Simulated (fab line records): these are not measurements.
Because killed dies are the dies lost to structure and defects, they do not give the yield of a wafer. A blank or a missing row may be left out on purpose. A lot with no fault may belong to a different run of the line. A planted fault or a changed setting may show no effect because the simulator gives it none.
Split-lot study | flow n5-finfet | 21 wafers read across 7 lots, on a route 1938 steps long

THE SPLIT ITSELF
At N5_ZERO_LAYER_EXPOSE_08 (exposes mask ZERO, defocus 0 nm, target cd 2000 nm), the setting dose-mj was moved away from the recipe's 16.2 on 3 of the 21 wafers read, by -6.6% to -2.9%. This setting was run at the recipe's value on the other wafers.

FROM THE SPLIT TO THE READING: what the file shows between them, 2 steps
- N5_ZERO_LAYER_DEVELOP_10: develop time 60 s (also split here: develop-time-s)
- N5_ZERO_LAYER_HARDBAKE_23: time 120 s

THE READING
Shown in nm: cd-nm at N5_ZERO_LAYER_CD_MEAS_11, with target cd 2000 nm. Fault-free wafers of this fab line usually give 2000.7 nm, standard deviation 2.2 nm.

wafer  | tool, chamber at the split | dose-mj as run | against the recipe | cd-nm, nm | against lot-mates on the recipe
L076.3 | krf-scanner-02, 0          | 16.2           | recipe             | 1999.9    | -
L076.5 | krf-scanner-02, 0          | 16.2           | recipe             | 1997.5    | -
L076.6 | krf-scanner-02, 0          | 16.2           | recipe             | 1996.2    | -
L080.2 | krf-scanner-01, 0          | 16.2           | recipe             | 2002.6    | -
L080.5 | krf-scanner-01, 0          | 15.57          | -3.9%              | 1994.1    | -6.5
L080.6 | krf-scanner-01, 0          | 16.2           | recipe             | 1998.5    | -
L082.3 | krf-scanner-02, 0          | 15.73          | -2.9%              | 1997.7    | -3.7
L082.5 | krf-scanner-02, 0          | 16.2           | recipe             | 2000.9    | -
L082.6 | krf-scanner-02, 0          | 16.2           | recipe             | 2001.9    | -
L084.1 | krf-scanner-01, 0          | 16.2           | recipe             | 1999.6    | -
L084.2 | krf-scanner-01, 0          | 16.2           | recipe             | 1997.4    | -
L084.6 | krf-scanner-01, 0          | 16.2           | recipe             | 1997.7    | -
L089.1 | krf-scanner-02, 0          | 16.2           | recipe             | 2001.4    | -
L089.4 | krf-scanner-02, 0          | 15.13          | -6.6%              | 1984.9    | -14.2
L089.6 | krf-scanner-02, 0          | 16.2           | recipe             | 1996.9    | -
L091.3 | krf-scanner-01, 0          | 16.2           | recipe             | 2002.0    | -
L091.4 | krf-scanner-01, 0          | 16.2           | recipe             | 1997.7    | -
L091.5 | krf-scanner-01, 0          | 16.2           | recipe             | 1998.1    | -
L094.1 | krf-scanner-01, 0          | 16.2           | recipe             | 2001.9    | -
L094.4 | krf-scanner-01, 0          | 16.2           | recipe             | 2000.7    | -
L094.5 | krf-scanner-01, 0          | 16.2           | recipe             | 2003.0    | -

THE FIT
A straight line over all 21 wafers: cd-nm changes by +1.89 nm for each +1% of dose-mj; r = +0.82; the points scatter about the line by 2.3 nm.
The same after taking each lot's own level away (the mean of its wafers on the recipe; 21 wafers): +1.95 nm for each +1%; r = +0.90; scatter 1.6 nm.
The reading moves by 13 nm for the largest change in dose-mj, on that fit.
Measured against the standard deviation above, the lots' own levels, which go from 1997.87 to 2001.87 nm, span 1.8 times it.
So the lot-to-lot level changes the slope little: the two slopes agree.
Check: -10.1 nm against its lot-mates is what the line predicts for one of the wafers moved furthest among these (-6.6%) when that wafer is left out of the fit. It came out at -14.2 nm against them.

OTHER SPLITS ON THESE WAFERS
Note: prior to the reading, these wafers also went through further splits. Each is held against what the fit with the lots' levels taken away leaves over:
other split on the same wafers          | wafers away from the commonest value | r with cd-nm (lot level and that fit taken away)
N5_ZERO_LAYER_DEVELOP_10 develop-time-s | 4                                    | +0.17

THE FILE'S OWN FIT
cd-nm changes by +1.93 nm for each +1% of dose-mj, r = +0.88.
